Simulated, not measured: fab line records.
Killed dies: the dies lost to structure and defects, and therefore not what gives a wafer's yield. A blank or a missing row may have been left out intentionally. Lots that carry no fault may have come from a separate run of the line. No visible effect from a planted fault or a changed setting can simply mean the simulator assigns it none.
Split-lot experiment -- flow n5 finfet -- on a route of 1938 steps: 7 lots, 21 wafers read

## SPLIT DETAILS
At N5_BEOL_M8_TRENCH_ETCH_37 (etches SiCOH lowk in C4F6/O2, target depth 93.478 nm, time 31.2 s), the setting time s was moved away from the recipe's 31.2 s on 5 of the 21 wafers read, by -15.9% to +10.1%. All remaining wafers had this setting at the recipe value.

## FROM THE SPLIT TO THE READING: what the file shows between them, 11 steps
- N5_BEOL_M8_ETCH_41: etches SiCN in CH3F/O2, target depth 31.9 nm, time 57.8 s
- N5_BEOL_M8_STRIP_80: strips in N2/H2, time 10 s
- N5_BEOL_M8_OCD_MEAS_38
- N5_BEOL_M8_HM_STRIP_39: strips TiN in peroxide tin strip, target depth 25 nm, time 158 s
- N5_BEOL_M8_SRD_40: time 30 s
- N5_BEOL_M8_ECD_50: material Cu, target thk 300 nm
- N5_BEOL_M8_ANNEAL_51: time 90 s
- N5_BEOL_M8_CMP_52: polishes, stops on SiCOH lowk, t overpolish 6.9 s, target thk 80 nm
- N5_BEOL_M8_THK_MEAS_53: measures by xrf
- N5_BEOL_M8_PRE_CLEAN_55: time 15 s
- N5_BEOL_M8_DEP_56: deposits SiCN from 3MS/NH3, target thk 10 nm, time 17.5 s

## THE READING
M8_RS in ohm/sq, measured at N5_BEOL_M8_RS_MEAS_57 by four-point-probe. Fault-free wafers of this fab line usually give 0.284 ohm/sq, standard deviation 0.012 ohm/sq.

wafer,"tool, chamber at the split","time s as run, s",against the recipe,"M8_RS, ohm/sq",against lot-mates on the recipe
L075.2,"rie diel-01, 3",31.2,recipe,0.303,-
L075.4,"rie diel-01, 0",31.2,recipe,0.279,-
L075.5,"rie diel-01, 0",26.23,-15.9%,0.362,+0.071
L077.1,"rie diel-01, 1",31.2,recipe,0.282,-
L077.3,"rie diel-01, 2",31.2,recipe,0.278,-
L077.5,"rie diel-01, 1",31.2,recipe,0.290,-
L080.2,"rie diel-01, 1",31.2,recipe,0.302,-
L080.5,"rie diel-01, 1",31.2,recipe,0.299,-
L080.6,"rie diel-01, 2",31.2,recipe,0.284,-
L085.2,"rie diel-04, 2",31.2,recipe,0.277,-
L085.3,"rie diel-04, 0",31.2,recipe,0.271,-
L085.4,"rie diel-04, 3",31.2,recipe,0.303,-
L095.3,"rie diel-04, 1",34.02,+9.0%,0.246,-0.030
L095.4,"rie diel-04, 2",34.02,+9.0%,0.250,-0.026
L095.6,"rie diel-04, 1",31.2,recipe,0.276,-
L097.3,"rie diel-02, 0",31.2,recipe,0.290,-
L097.4,"rie diel-02, 2",31.2,recipe,0.307,-
L097.5,"rie diel-02, 1",34.36,+10.1%,0.259,-0.039
L096.1,"rie diel-04, 2",31.2,recipe,0.275,-
L096.3,"rie diel-04, 3",34.1,+9.3%,0.245,-0.027
L096.4,"rie diel-04, 0",31.2,recipe,0.268,-

FIT RESULTS
A straight line over all 21 wafers: M8_RS changes by -0.00426 ohm/sq for each +1% of time s; r = -0.89; the points scatter about the line by 0.012 ohm/sq.
The same after taking each lot's own level away (the mean of its wafers on the recipe; 21 wafers): -0.00382 ohm/sq for each +1%; r = -0.92; scatter 0.009 ohm/sq.
That fit puts the effect of the largest move of time s on the reading at 0.061 ohm/sq.
Across the lots, their own levels run from 0.2715 to 0.2985 ohm/sq, a range of 2.2 times the standard deviation given above.
So the slope is not independent of the lot-to-lot level: the two fits are not the same.
Check: for one of the wafers moved furthest among these (-15.9%), held out of the fit, the line's prediction against its lot-mates is +0.0522 ohm/sq. Against them it came out at +0.071 ohm/sq.

## THE OTHER SPLITS THESE WAFERS WENT THROUGH
Other splits were also applied to these wafers ahead of the reading. Each is held against what the fit with the lots' levels taken away leaves over:
other split on the same wafers,wafers away from the commonest value,r with M8_RS (lot level and that fit taken away)
N5_BEOL_M8_ETCH_65 source w,6,+0.20

## THE WHOLE CHAIN: every reading that the file lists as answering this split, in the file's order
step,what it does,reading,change (the file's fit),r (the file's)
N5_BEOL_M8_TRENCH_ETCH_37,"etches SiCOH lowk in C4F6/O2, target depth 93.478 nm, time 31.2 s","etch.depth nm (the simulator's own value, which no gauge read)",+0.994 nm for each +1% of the setting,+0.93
N5_BEOL_M8_TRENCH_ETCH_37,"etches SiCOH lowk in C4F6/O2, target depth 93.478 nm, time 31.2 s","BEOL_M8.feature depth nm (the simulator's own value, which no gauge read)",+0.99 nm for each +1% of the setting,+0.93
N5_BEOL_M8_OCD_MEAS_38,,trench depth nm,+0.981 nm for each +1% of the setting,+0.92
N5_BEOL_M8_CMP_52,"polishes, stops on SiCOH lowk, t overpolish 6.9 s, target thk 80 nm","Cu_of_BEOL_M8_ECD_50.thk nm (the simulator's own value, which no gauge read)",+0.866 nm for each +1% of the setting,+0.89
N5_BEOL_M8_THK_MEAS_53,measures by xrf,M8_THK,+0.858 for each +1% of the setting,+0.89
N5_BEOL_M8_RS_MEAS_57,measures by four-point-probe,M8_RS,-0.00385 for each +1% of the setting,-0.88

## THE FILE'S OWN FIT
M8_RS changes by -0.00385 ohm/sq for each +1% of time s, r = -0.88.
